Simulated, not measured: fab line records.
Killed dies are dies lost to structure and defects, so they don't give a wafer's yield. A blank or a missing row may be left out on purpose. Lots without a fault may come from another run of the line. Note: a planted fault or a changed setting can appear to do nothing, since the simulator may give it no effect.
One fault through the eyes of 3 desks / flow n5-finfet / every desk sees just its own numbers, and what lay behind them comes last

THE DEFECT DESK
Lot by lot, what the route's inspections counted, given as the mean of those sampled wafers with a number. The brackets show how far a lot's mean lies from the usual mean; more than 4 standard deviations puts the lot out of limits, marked OUT.
Columns: A = raw-defect-count at N5_FIN_CUT_INSPECT_10, usual 41
lot=L322; first seen here=day 2 03:10; A=54
lot=L332; first seen here=day 4 15:41; A=24
lot=L333; first seen here=day 4 21:19; A=40
lot=L336; first seen here=day 5 18:25; A=37
lot=L344; first seen here=day 7 18:37; A=45
lot=L345; first seen here=day 8 01:25; A=41
Finding of this desk: none of the 6 lots has anything out of limits.

AT THE METROLOGY DESK
Means of the sampled wafers that have a number, per lot and without regard to the tool the lot ran on: this is what the gauges read. The brackets show how far a lot's mean lies from the usual mean; more than 4 standard deviations puts the lot out of limits, marked OUT.
Columns: A = cd-nm at N5_FIN_CUT_CD_MEAS_08, usual 29.07 nm; B = FIN_CUT_OVL at N5_FIN_CUT_OVL_MEAS_09, usual 0.5 nm
lot=L322; first seen here=day 2 03:05; A=29.12; B=-0.2
lot=L332; first seen here=day 4 15:35; A=29.10; B=0.2
lot=L333; first seen here=day 4 21:14; A=28.77; B=0.6
lot=L336; first seen here=day 5 18:20; A=29.16; B=1.2
lot=L344; first seen here=day 7 18:31; A=28.84; B=0.3
lot=L345; first seen here=day 8 01:19; A=28.67; B=0.4
Finding of this desk: none of the 6 lots has anything out of limits.

TOOL OWNER'S DESK, rie-diel-04
The tool's own readings at N5_FIN_CUT_ETCH_20 (etches SiARC in CF4, target depth 26 nm, time 43.3 s): means of the sampled wafers that have a number, for each lot that ran on this tool. The brackets show how far a lot's mean lies from the usual mean; more than 4 standard deviations puts the lot out of limits, marked OUT.
Columns: A = chamber-pressure-mTorr at N5_FIN_CUT_ETCH_20, usual 40.00 mTorr; B = drypump-motor-current-A at N5_FIN_CUT_ETCH_20, usual 5.8 A; C = etch-rf-on-time-s at N5_FIN_CUT_ETCH_20, usual 43.8 s; D = oes-product-au at N5_FIN_CUT_ETCH_20, usual 0.65 a.u.; E = rf-vpp-V at N5_FIN_CUT_ETCH_20, usual 183.6 V; F = showerhead-plenum-p-Torr at N5_FIN_CUT_ETCH_20, usual 2.12 Torr; G = throttle-valve-pct at N5_FIN_CUT_ETCH_20, usual 15.59 %
lot=L332; first seen here=day 4 15:59; A=40.01; B=6.2; C=60.2 (+10) OUT; D=0.56; E=184.5; F=2.22; G=15.66
lot=L333; first seen here=day 4 21:28; A=40.00; B=6.2; C=61.0 (+11) OUT; D=0.56; E=184.4; F=2.22; G=15.67
lot=L345; first seen here=day 8 01:30; A=40.00; B=5.9; C=44.8; D=0.61; E=185.1; F=2.16; G=15.63
This desk's finding: out of limits on L332, L333; first on L332, day 4 15:59 (etch-rf-on-time-s at N5_FIN_CUT_ETCH_20). L345: within limits.

ALL TOGETHER
At day 4 15:59, on L332, L333, the tool owner's desk was in a position to raise an alarm.
The defect desk saw nothing out of limits.
Metrology desk: nothing out of limits seen.
The defect desk has L332, L333 on record, within its limits.
The metrology desk holds a record of L332, L333, inside its limits.
Every lot named ran N5_FIN_CUT_ETCH_20 on rie-diel-04.

WHAT WAS PUT IN BY THE SIMULATOR
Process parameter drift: rie-diel-04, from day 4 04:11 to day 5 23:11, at N5_FIN_CUT_ETCH_20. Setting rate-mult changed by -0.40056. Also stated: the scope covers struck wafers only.
Lots struck among those shown: L332, L333.
Hours from the fault's start to each desk's first reading out of limits: the tool owner's desk, 12.
